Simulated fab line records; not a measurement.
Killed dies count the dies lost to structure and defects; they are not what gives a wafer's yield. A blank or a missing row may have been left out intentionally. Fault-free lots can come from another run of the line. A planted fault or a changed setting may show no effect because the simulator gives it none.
A lot that was struck, set against a sound lot | flow n5Finfet | 19 steps out of a route of 1938
Sound: wafers L487.1, L487.2, L487.6. Struck: wafer L494.1 (left out: L494.2, a lot-mate that was not struck); the cause follows at the end.
Each step with rows lists, per side, the tool, then ch with its chambers, then its first start. Under that, the readings that differ: sound wafers | struck wafers | difference of the means | sigmas: that difference in standard deviations of wafers without a fault.
alike: readings whose means differ by less than 2 such deviations, and words and numbers that are the same on both sides. not compared: withheld readings, readings that some wafer has no value for, bounds like >300 that may hide the same value, and numbers for which the record gives no deviation and whose values overlap.
The two part at a step that has a row with sigmas, a row that says differs or no value, or rows on one side only. When numbers do not overlap yet have no deviation, they are printed without sigmas and do not part them. Lack of a reading on every wafer of one side parts them only where that side has two or more wafers.

first, 2 steps without rows for these wafers: N5_BEOL_M12_ETCH_68 (etches SOC in N2/H2, time 285 s); N5_BEOL_M12_STRIP_69 (strips in N2/H2).
N5_BEOL_M12_TRENCH_ETCH_34: etches SiOC in C4F8/O2/Ar, target depth 318.95 nm, time 125.5 s.
  sound on rieDiel-06 ch 1,2, day 12 17:10; struck on rieDiel-03 ch 2, day 14 04:56
reading                      | sound                | struck | difference | sigmas
chamberPressureMTorr (mTorr) | 30.010 29.974 29.945 | 30.038 | +0.062     | +2
showerheadPlenumPTorr (Torr) | 3.26 3.31 3.31       | 3.46   | +0.17      | +2
  alike: O2_flow_sccm, drypumpMotorCurrentA, heOuterTorr, oesProductAu, rfVppV, throttleValvePct
  not compared: rfHoursCounterH
then, 1 step without rows for these wafers: N5_BEOL_M12_STRIP_70 (strips in C4F8/O2/Ar).
N5_BEOL_M12_OCD_MEAS_35:
  sound on ocd-02, day 12 17:20; struck on ocd-01, day 14 05:05
reading            | sound       | struck | difference | sigmas
trenchDepthNm (nm) | 318 308 309 | 321    | +9         | +2
N5_BEOL_M12_STRIP_37: strips in N2/H2.
  sound on plasmaAsher-01 ch 0,1, day 12 17:22; struck on plasmaAsher-02 ch 1, day 14 05:07
reading                  | sound       | struck | difference | sigmas
drypumpMotorCurrentA (A) | 5.4 6.0 6.0 | 5.1    | -0.7       | -2
  alike: heaterPowerW, oesProductAu
  not compared: rfHoursCounterH
N5_BEOL_M12_ETCH_38: etches SiCN in CF4/N2, target depth 68.7 nm, time 73.4 s.
  sound on rieDiel-06 ch 1,2,3, day 12 17:34; struck on rieDiel-03 ch 1, day 14 06:11
  alike: chamberPressureMTorr, drypumpMotorCurrentA, oesProductAu, rfVppV, showerheadPlenumPTorr, throttleValvePct
  not compared: rfHoursCounterH
then, 2 steps without rows for these wafers: N5_BEOL_M12_PRECLEAN_39 (cleans in residue remover, time 60 s); N5_BEOL_M12_SRD_40 (time 30 s, dry time 30 s).
N5_BEOL_M12_DEGAS_41: time 60 s.
  sound on pvdSputter-02, day 12 17:46; struck on pvdSputter-01, day 14 06:46
  alike: heaterPowerW
then, 2 steps without rows for these wafers: N5_BEOL_M12_PRE_CLEAN_42 (time 30 s); N5_BEOL_M12_SPUTTER_43 (material TaN, target thk 15 nm, time 24.19 s).
N5_BEOL_M12_SPUTTER_44: material Ta, target thk 10 nm, time 16.13 s.
  sound on pvdSputter-02, day 12 17:56; struck on pvdSputter-01, day 14 06:55
reading                                    | sound       | struck | difference | sigmas
model.Ta_of_BEOL_M12_SPUTTER_44.thkNm (nm) | 9.8 9.8 9.6 | 16     | +6         | 
  alike: biasV, throttleValvePct
N5_BEOL_M12_SPUTTER_45: material Cu, target thk 80 nm, time 13.33 s.
  sound on pvdSputter-02, day 12 18:01; struck on pvdSputter-01, day 14 07:00
  alike: biasV, chuckGasFlowSccm, throttleValvePct
then, 2 steps without rows for these wafers: N5_BEOL_M12_ECD_47 (material Cu, target thk 720 nm); N5_BEOL_M12_ANNEAL_48 (time 90 s).
N5_BEOL_M12_CMP_49: polishes, stops on SiOC, t overpolish 20.6 s, target thk 320 nm.
  sound on cmp-03 ch 0,1,2, day 12 18:37; struck on cmp-01 ch 0, day 14 07:38
reading                   | sound          | struck | difference | sigmas
barrierFieldEndpointS (s) | 30.7 31.3 30.2 | 36.7   | +6.0       | +8
  alike: motorCurrentA, slurryFilterDpKPa
N5_BEOL_M12_THK_MEAS_50: measures by xrf.
  sound on filmMetro-01, day 12 18:52; struck on filmMetro-02, day 14 07:51
  alike: M12_THK
N5_PASSIVATION_PROBE_49:
  the record has rows for the struck wafers here (prober-01, day 15 20:08) and none for the sound ones

== WHERE THEY PART ==
Earliest at N5_BEOL_M12_TRENCH_ETCH_34; latest, in this record, at N5_PASSIVATION_PROBE_49.

WHY: what the simulator had put in
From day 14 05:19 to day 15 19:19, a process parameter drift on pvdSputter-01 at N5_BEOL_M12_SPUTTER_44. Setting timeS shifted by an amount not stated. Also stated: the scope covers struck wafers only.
